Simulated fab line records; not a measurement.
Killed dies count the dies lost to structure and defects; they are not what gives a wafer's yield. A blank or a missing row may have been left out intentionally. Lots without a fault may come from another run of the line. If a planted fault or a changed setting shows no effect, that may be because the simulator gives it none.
Matching of chambers -- flow n5-finfet -- ald-hk-03 running N5_HKMG_FIN_HK_ALD_01: 4 sister chambers
The step deposits HfO2, target thk 1.6 nm, pulse time 3 s, purge time 3 s. 4 wafers are shown with their chamber, then 12 later ones without.

WAFERS, EACH WITH ITS CHAMBER
wafer,chamber,precursor-pulse-height-rel
L089.1,2,1.009
L091.3,1,0.975
L091.4,3,0.994
L091.6,0,0.986

WAFERS WITH NO CHAMBER GIVEN
wafer,precursor-pulse-height-rel
L093.1,1.024
L093.4,0.988
L093.6,0.999
L094.1,0.957
L094.2,1.030
L094.3,0.976
L096.1,1.014
L096.3,0.985
L096.5,1.011
L097.3,1.018
L097.4,0.978
L097.6,1.000

WHICH CHAMBER EACH ONE RAN IN
wafer,from the rows above,in truth
L093.1,can't be placed: 2 or 3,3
L093.4,can't be placed: 0 or 3 or 1 or 2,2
L093.6,can't be placed: 3 or 2 or 0 or 1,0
L094.1,can't be placed: 1 or 0 or 3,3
L094.2,can't be placed: 2 or 3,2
L094.3,can't be placed: 1 or 0 or 3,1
L096.1,can't be placed: 2 or 3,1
L096.3,can't be placed: 0 or 3 or 1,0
L096.5,can't be placed: 2 or 3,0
L097.3,can't be placed: 2 or 3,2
L097.4,can't be placed: 1 or 0 or 3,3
L097.6,can't be placed: 3 or 2 or 0 or 1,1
Correctly placed: 0 of 12. These rows do not allow placing 12 (true chamber among the candidates in 10). Wrongly placed: 0.
How it was worked out, from the rows above alone: a wafer's distance from a chamber is the root of the sum, over the readings, of the square of ((its reading less the chamber's mean) divided by the reading's scatter). If the next closest chamber is less than 2 further off than the closest, the wafer can't be placed; otherwise it belongs to the closest. For every chamber, the mean is computed from those of its wafers that are shown. The scatter (one wafer shown for each chamber): square how far every hidden wafer sits from the nearest shown wafer, average those squares and take the square root.
